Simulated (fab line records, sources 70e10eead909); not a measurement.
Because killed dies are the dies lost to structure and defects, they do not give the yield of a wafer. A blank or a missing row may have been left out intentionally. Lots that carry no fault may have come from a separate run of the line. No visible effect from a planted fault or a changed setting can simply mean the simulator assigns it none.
Struck lot and sound lot, side by side | flow nand harc | 18 steps out of a route of 1302
Sound: these wafers, L332.3, L332.5, L332.6. Struck: wafers L343.4, L343.6 (left out: L343.5, a lot-mate that was not struck); the cause follows at the end.
Each step with rows lists, per side, the tool, then ch with its chambers, then its first start. Under that, the readings that differ: sound wafers | struck wafers | difference of the means | sigmas: that difference in standard deviations of wafers without a fault.
alike: same words and numbers on both sides, and readings whose means sit less than 2 such deviations apart. not compared: any withheld reading, any reading some wafer has no value for, any bound like >300 that may hide the same value, and any number with overlapping values for which the record gives no deviation.
The two part at a step that has a row with sigmas, a row that says differs or no value, or rows on one side only. Numbers that don't overlap but have no deviation are shown without sigmas and don't part them. A reading missing from all wafers of one side parts the sides only when that side holds two or more wafers.

NHARC_A_SGD_CUT_CD_MEAS_09: the cd target is 100 nm.
  sound on cd sem-01 ch 0, day 21 14:42; struck on cd sem-01 ch 0, day 25 15:54
  alike: cd nm
NHARC_A_SGD_CUT_OVL_MEAS_10:
  sound: overlay-02 at day 21 14:47; struck: overlay-02 at day 25 15:59
  reading           | sound       | struck    | difference | sigmas
  overlay x nm (nm) | 1.8 2.0 2.1 | -0.6 -1.4 | -3.0       | -3
  alike: overlay y nm
NHARC_A_SGD_CUT_INSPECT_11:
  sound: defect inspect-01 at day 21 14:49; struck: defect inspect-02 at day 25 16:01
  alike: raw defect count
NHARC_A_SGD_CUT_DESCUM_14: chemistry O2, time 3 s.
  sound on rie diel-12 ch 0,3, day 21 14:53; struck on rie diel-02 ch 0,2, day 25 16:06
  alike: drypump motor current A, o2 flow sccm, oes product au, rf vpp V, showerhead plenum p Torr, throttle valve pct
  not compared: rf hours counter h
NHARC_A_SGD_CUT_ETCH_58: etches the open film in CF4, target depth 39 nm, time 65 s.
  sound on rie diel-12 ch 2,3, day 21 14:58; struck on rie diel-02 ch 2,3, day 25 16:10
  alike: bias w, drypump motor current A, oes product au, rf vpp V, showerhead plenum p Torr, throttle valve pct
  not compared: rf hours counter h
NHARC_A_SGD_CUT_ETCH_59: etches the open film in N2/H2, target depth 260 nm, time 406.25 s.
  sound on rie diel-12 ch 0,1; struck on rie diel-02 ch 0
  alike: bias w, drypump motor current A, oes product au, rf vpp V, showerhead plenum p Torr, throttle valve pct
  not compared: rf hours counter h
then, 1 step without rows for these wafers: NHARC_A_SGD_CUT_ETCH_15 (etches the open film in CH3F/O2, target depth 75 nm, time 64.3 s).
NHARC_A_SGD_CUT_ETCH_16: etches the open film in C4F8/O2/Ar, target depth 310.5 nm, time 155.2 s.
  sound on rie diel-12 ch 1,2; struck on rie diel-02 ch 2,3
  alike: bias w, oes product au, rf vpp V
  not compared: rf hours counter h
then, 1 step without rows for these wafers: NHARC_A_SGD_CUT_STRIP_60 (strips in C4F8/O2/Ar).
NHARC_A_SGD_CUT_STRIP_17: strips in O2.
  sound on rie diel-12 ch 1,2,3; struck on rie diel-02 ch 2,3
  alike: drypump motor current A, o2 flow sccm, oes product au, rf vpp V, showerhead plenum p Torr, throttle valve pct
  not compared: rf hours counter h
then, 2 steps without rows for these wafers: NHARC_A_SGD_CUT_PRECLEAN_18 (cleans in SC1); NHARC_A_SGD_CUT_SRD_19.
NHARC_A_SGD_CUT_DEP_20: deposits SiO2, target thk 150 nm.
  sound on fcvd-01 ch 0,1, day 21 16:05; struck on fcvd-02 ch 0,1, day 25 17:16
then, 2 steps without rows for these wafers: NHARC_A_SGD_CUT_ANNEAL_27 (time 1800 s); NHARC_A_SGD_CUT_CMP_21 (polishes, target thk 148.19 nm).
NHARC_A_SGD_CUT_THK_MEAS_22: measures by ellipsometry.
  sound: film metro-02 at day 21 22:46; struck: film metro-02 at day 25 22:38
  reading     | sound             | struck      | difference | sigmas
  thk nm (nm) | 145.5 147.2 146.9 | 109.7 108.9 | -37.2      | -23
then, 1 step without rows for these wafers: NHARC_A_SGD_CUT_SRD_23.
-- break in the record here, with 5 days between the starts of the struck wafers on either side (left off in module A_SGD_CUT, picked up again in module END, where the first step shown is number 1302 on the route) --
NHARC_END_SORT_01:
  only the struck wafers appear in the record here, on prober-02 ch 0 at day 30 22:28; the sound ones have no rows

## WHERE THEY PART
At NHARC_A_SGD_CUT_OVL_MEAS_10 first; at NHARC_END_SORT_01 last (within this record only).

WHY: whatever the simulator had introduced
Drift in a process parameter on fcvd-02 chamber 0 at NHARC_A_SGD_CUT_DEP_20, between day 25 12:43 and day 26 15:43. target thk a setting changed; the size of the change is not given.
